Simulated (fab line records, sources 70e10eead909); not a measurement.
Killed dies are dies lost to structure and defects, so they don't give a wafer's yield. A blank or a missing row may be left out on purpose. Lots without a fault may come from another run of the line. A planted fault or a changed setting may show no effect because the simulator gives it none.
Problem report in the 8D (eight disciplines) form, filled by code | flow nand_harc | the parts of the form that need people (team, actions taken, sign-off) are left out

1. THE PROBLEM
thk_nm at NHARC_A_ONON_D1_THK_MEAS_08 reads a mean of 593 nm on 4 wafers of 3 lots; wafers without a fault read 1001 nm with a standard deviation of 8.6. That is -47 standard deviations from the usual mean.
The step: measures by ellipsometry.
First seen on wafer L328.1, day 8 20:10, on film_metro-02. The record holds 42 wafers of 15 lots with a number at this step. Rule for "out", or "out of limits": more than 4 standard deviations from the usual mean. The other wafers with a number count as sound.

2. WHAT IT IS AND WHAT IT IS NOT
question                    | is                             | is not
which readings at this step | thk_nm                         | -
which lots                  | L328, L330, L331               | L323, L324, L326, L327, L335, L337, L338, L340, L341, L342, L344, L346
which wafers of those lots  | L328.1, L328.6, L330.6, L331.1 | L330.4, L331.4
read on which gauges        | film_metro-01, film_metro-02   | -
when                        | from day 8 20:10               | up to then (12 sound wafers); but 26 sound wafers of L330, L331, L335, L337, L338, L340, L341, L342, L344, L346 came after

3. SUSPECTS, AND WHAT RULES EACH OUT
Counting: a tool at a process step up to the reading stays a suspect if it ran every lot that is out. Sound lots after the first of them don't rule it out here, since some wafers of a struck lot are sound.
- the gauge at NHARC_A_ONON_D1_THK_MEAS_08: ruled out. The wafers that are out were read on 2 gauges (film_metro-01, film_metro-02).
- pecvd_onon-02 at NHARC_A_ONON_D1_DEP_06 (target thk 1000 nm): kept. It ran every lot that is out, first L328 (day 8 19:40); its last sound lot up to then is L326 (day 8 12:17).
Left after counting: pecvd_onon-02 at NHARC_A_ONON_D1_DEP_06.

4. THE CAUSE (what the simulator had put in)
Process parameter drift: pecvd_onon-02, from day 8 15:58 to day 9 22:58, at NHARC_A_ONON_D1_DEP_06. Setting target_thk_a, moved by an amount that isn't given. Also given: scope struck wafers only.
Counting left only this tool.

5. THE CHAIN OF EFFECTS, in route order
Each row: a reading whose mean over the struck wafers that have a number lies more than 3 standard deviations from the usual. Only readings for which the record gives a usual standard deviation are gone through. hours: the time from each lot's start at the first step in this table that gives one to its start at this step, as a median over the lots. sigmas: the change in usual standard deviations.
hours | step                        | reading         | usual   | on struck wafers | change | sigmas
0     | NHARC_A_ONON_D1_THK_MEAS_08 | thk_nm          | 1001 nm | 593              | -408   | -47
292   | NHARC_END_SORT_01           | killed_at_array | 25      | 672              | +647   | +66
292   | NHARC_END_SORT_01           | killed_dies     | 29      | 677              | +648   | +65

6. WHAT WOULD HAVE CAUGHT IT SOONER
In this record the first reading out of limits at a measuring or inspecting step was taken at day 8 20:10, 4 hours after the fault began at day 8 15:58.
Of the lots that are out (3), L330, L331 began NHARC_A_ONON_D1_DEP_06 on pecvd_onon-02 after day 8 20:10. A hold on the tool at that time would have spared those 2.
